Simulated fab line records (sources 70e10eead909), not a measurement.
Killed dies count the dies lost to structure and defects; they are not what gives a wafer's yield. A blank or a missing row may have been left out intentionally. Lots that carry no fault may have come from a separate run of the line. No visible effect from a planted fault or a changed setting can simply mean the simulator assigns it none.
What tool caused it? + flow nand-harc + 14 lots, 42 wafers sampled, at 4 steps of a route of 1302

## WHAT THE GAUGES SHOWED, per wafer
NHARC_A_ONON_D1_THK_MEAS_18: measures by ellipsometry. Usual: thk-nm at 1001 nm, with a standard deviation of 10.
| lot  | measured     | on            | thk-nm (nm)    | flag |
|------|--------------|---------------|----------------|------|
| L456 | day 8 13:59  | film-metro-02 | 1013 1011 1012 |      |
| L458 | day 8 18:50  | film-metro-02 | 1007 1008 1008 |      |
| L457 | day 8 18:40  | film-metro-01 | 988 990 988    |      |
| L459 | day 10 13:02 | film-metro-02 | 1002 1001 1002 |      |
| L461 | day 10 13:03 | film-metro-02 | 999 997 999    |      |
| L462 | day 10 13:23 | film-metro-01 | 985 986 985    |      |
| L464 | day 11 10:32 | film-metro-02 | 1003 1003 1004 |      |
| L465 | day 11 21:17 | film-metro-01 | 1004 1003 1005 |      |
| L466 | day 12 13:16 | film-metro-02 | 984 983 984    |      |
| L467 | day 12 13:26 | film-metro-02 | 983 986 985    |      |
| L468 | day 12 19:55 | film-metro-01 | 989 989 990    |      |
| L473 | day 15 01:25 | film-metro-01 | 1014 613 1012  | OFF  |
| L474 | day 15 13:49 | film-metro-02 | 1013 1013 1013 |      |
| L476 | day 16 10:26 | film-metro-02 | 999 599 600    | OFF  |

NHARC_A_ONON_D1_INSPECT_32. Usual: raw-defect-count at 80, with a standard deviation of 23.
| lot  | measured     | on                | raw-defect-count | flag |
|------|--------------|-------------------|------------------|------|
| L456 | day 8 16:49  | defect-inspect-02 | 76 164 59        |      |
| L458 | day 8 21:46  | defect-inspect-01 | 75 66 78         |      |
| L457 | day 8 21:28  | defect-inspect-02 | 103 72 69        |      |
| L459 | day 10 15:52 | defect-inspect-01 | 109 63 63        |      |
| L461 | day 10 16:07 | defect-inspect-01 | 87 70 79         |      |
| L462 | day 10 16:13 | defect-inspect-01 | 115 80 80        |      |
| L464 | day 11 13:30 | defect-inspect-02 | 107 83 74        |      |
| L465 | day 12 00:09 | defect-inspect-01 | 120 99 122       |      |
| L466 | day 12 16:04 | defect-inspect-02 | 59 42 76         |      |
| L467 | day 12 16:20 | defect-inspect-02 | 68 81 46         |      |
| L468 | day 12 22:49 | defect-inspect-01 | 115 95 65        |      |
| L473 | day 15 04:15 | defect-inspect-01 | 78 104 75        |      |
| L474 | day 15 16:46 | defect-inspect-01 | 67 83 90         |      |
| L476 | day 16 13:14 | defect-inspect-01 | 80 77 147        |      |

## EACH LOT AND THE TOOL THAT RAN IT (in order: tool; ch and the chambers of the sampled wafers; start)
| lot  | NHARC_P_BONDPAD_ACTIVATE_29        | NHARC_A_ONON_D1_DEP_16           |
|------|------------------------------------|----------------------------------|
| L456 | rie-diel-05 ch 0,3, day 7 02:52    | pecvd-onon-02 ch 0, day 8 13:32  |
| L458 | rie-diel-08 ch 0,1,3, day 7 08:40  | pecvd-onon-01 ch 0, day 8 18:19  |
| L457 | rie-diel-05 ch 0,2, day 7 09:30    | pecvd-onon-04 ch 0, day 8 18:10  |
| L459 | rie-diel-08 ch 1,2,3, day 8 12:04  | pecvd-onon-04 ch 0, day 10 12:35 |
| L461 | rie-diel-05 ch 0,2,3, day 9 03:40  | pecvd-onon-01 ch 0, day 10 12:32 |
| L462 | rie-diel-08 ch 1,2,3, day 9 04:26  | pecvd-onon-04 ch 0, day 10 12:53 |
| L464 | rie-diel-02 ch 1,3, day 10 00:17   | pecvd-onon-04 ch 0, day 11 10:01 |
| L465 | rie-diel-05 ch 0,2,3, day 10 07:36 | pecvd-onon-04 ch 0, day 11 20:50 |
| L466 | rie-diel-05 ch 0,1,2, day 11 03:01 | pecvd-onon-04 ch 0, day 12 12:46 |
| L467 | rie-diel-05 ch 1,2,3, day 11 06:50 | pecvd-onon-02 ch 0, day 12 12:56 |
| L468 | rie-diel-08 ch 1,2,3, day 11 10:43 | pecvd-onon-01 ch 0, day 12 19:25 |
| L473 | rie-diel-08 ch 0,2,3, day 13 17:35 | pecvd-onon-01 ch 0, day 15 00:58 |
| L474 | rie-diel-08 ch 0,2,3, day 14 02:29 | pecvd-onon-04 ch 0, day 15 13:22 |
| L476 | rie-diel-05 ch 1,2,3, day 15 00:44 | pecvd-onon-01 ch 0, day 16 09:59 |
- NHARC_P_BONDPAD_ACTIVATE_29: chemistry N2, time 60 s.
- NHARC_A_ONON_D1_DEP_16: target thk 1000 nm.

## AS READ BY THE TOOLS THEMSELVES (means over the sampled wafers that have a number; for cases with no such wafer, the mark the record gives instead)
NHARC_P_BONDPAD_ACTIVATE_29. Usual: drypump-motor-current-A 5.6 A, standard deviation 0.51; n2-flow-sccm 200.0 sccm, standard deviation 0.62; oes-product-au 0.997 a.u., standard deviation 0.0094; rf-vpp-V 64.2 V, standard deviation 0.86; showerhead-plenum-p-Torr 1.77 Torr, standard deviation 0.066.
| lot  | tool        | drypump-motor-current-A (A) | n2-flow-sccm (sccm) | oes-product-au (a.u.) | rf-vpp-V (V) | showerhead-plenum-p-Torr (Torr) | flag |
|------|-------------|-----------------------------|---------------------|-----------------------|--------------|---------------------------------|------|
| L456 | rie-diel-05 | 5.1                         | 200.4               | 0.995                 | 64.7         | 1.75                            |      |
| L458 | rie-diel-08 | 5.9                         | 200.5               | 0.999                 | 64.1         | 1.78                            |      |
| L457 | rie-diel-05 | 5.3                         | 199.8               | 1.004                 | 64.5         | 1.83                            |      |
| L459 | rie-diel-08 | 6.0                         | 199.6               | 1.000                 | 63.7         | 1.74                            |      |
| L461 | rie-diel-05 | 5.2                         | 200.3               | 0.993                 | 65.2         | 1.79                            |      |
| L462 | rie-diel-08 | 6.0                         | 200.1               | 0.995                 | 63.7         | 1.74                            |      |
| L464 | rie-diel-02 | 5.5                         | 199.5               | 0.997                 | 64.2         | 1.74                            |      |
| L465 | rie-diel-05 | 5.2                         | 199.4               | 0.994                 | 64.9         | 1.79                            |      |
| L466 | rie-diel-05 | 5.6                         | 199.7               | 1.003                 | 65.2         | 1.82                            |      |
| L467 | rie-diel-05 | 5.2                         | 199.9               | 0.989                 | 65.0         | 1.80                            |      |
| L468 | rie-diel-08 | 6.0                         | 200.3               | 1.000                 | 64.0         | 1.74                            |      |
| L473 | rie-diel-08 | 6.0                         | 200.2               | 0.997                 | 64.2         | 1.75                            |      |
| L474 | rie-diel-08 | 6.1                         | 200.9               | 0.994                 | 63.5         | 1.75                            |      |
| L476 | rie-diel-05 | 5.2                         | 200.0               | 0.995                 | 64.3         | 1.80                            |      |

NHARC_A_ONON_D1_DEP_16. Usual: n2-flow-sccm at 2749 sccm, with a standard deviation of 7.5.
| lot  | tool          | n2-flow-sccm (sccm) | flag |
|------|---------------|---------------------|------|
| L456 | pecvd-onon-02 | 2743                |      |
| L458 | pecvd-onon-01 | 2752                |      |
| L457 | pecvd-onon-04 | 2747                |      |
| L459 | pecvd-onon-04 | 2757                |      |
| L461 | pecvd-onon-01 | 2749                |      |
| L462 | pecvd-onon-04 | 2754                |      |
| L464 | pecvd-onon-04 | 2744                |      |
| L465 | pecvd-onon-04 | 2746                |      |
| L466 | pecvd-onon-04 | 2749                |      |
| L467 | pecvd-onon-02 | 2748                |      |
| L468 | pecvd-onon-01 | 2740                |      |
| L473 | pecvd-onon-01 | 2737                |      |
| L474 | pecvd-onon-04 | 2755                |      |
| L476 | pecvd-onon-01 | 2752                |      |

## THE ANSWER, worked out from the rows above alone
Rule: a lot counts as off when the mean over its wafers that have a number is more than 3 standard deviations away from the usual mean. A lot without any number at a reading at which 4 lots or more have one is off too. Where the step has rows for the other lots, those lots are counted as sound. The gauges are gone through in route order, then the tools' own readings, and for those a lot's mean is taken as printed above. The first step at which some lot is off is used, and at that step the reading that is off furthest; a lot without a number counts as furthest.
Off at NHARC_A_ONON_D1_THK_MEAS_18 (thk-nm): L473, L476.
A tool fits if, at a process step before that reading, it ran every lot that is off, and no sound lot after the first of them. Those tools and the gauges at NHARC_A_ONON_D1_THK_MEAS_18 are tried in the same way. One fits: pecvd-onon-01 at NHARC_A_ONON_D1_DEP_16. Its last sound lot is L468 (day 12 19:25), its first lot that is off L473 (day 15 00:58): a fault that began between those two fits.

## WHAT WAS PUT IN BY THE SIMULATOR
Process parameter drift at NHARC_A_ONON_D1_DEP_16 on pecvd-onon-01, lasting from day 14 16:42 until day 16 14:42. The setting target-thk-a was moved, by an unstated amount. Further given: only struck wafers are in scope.
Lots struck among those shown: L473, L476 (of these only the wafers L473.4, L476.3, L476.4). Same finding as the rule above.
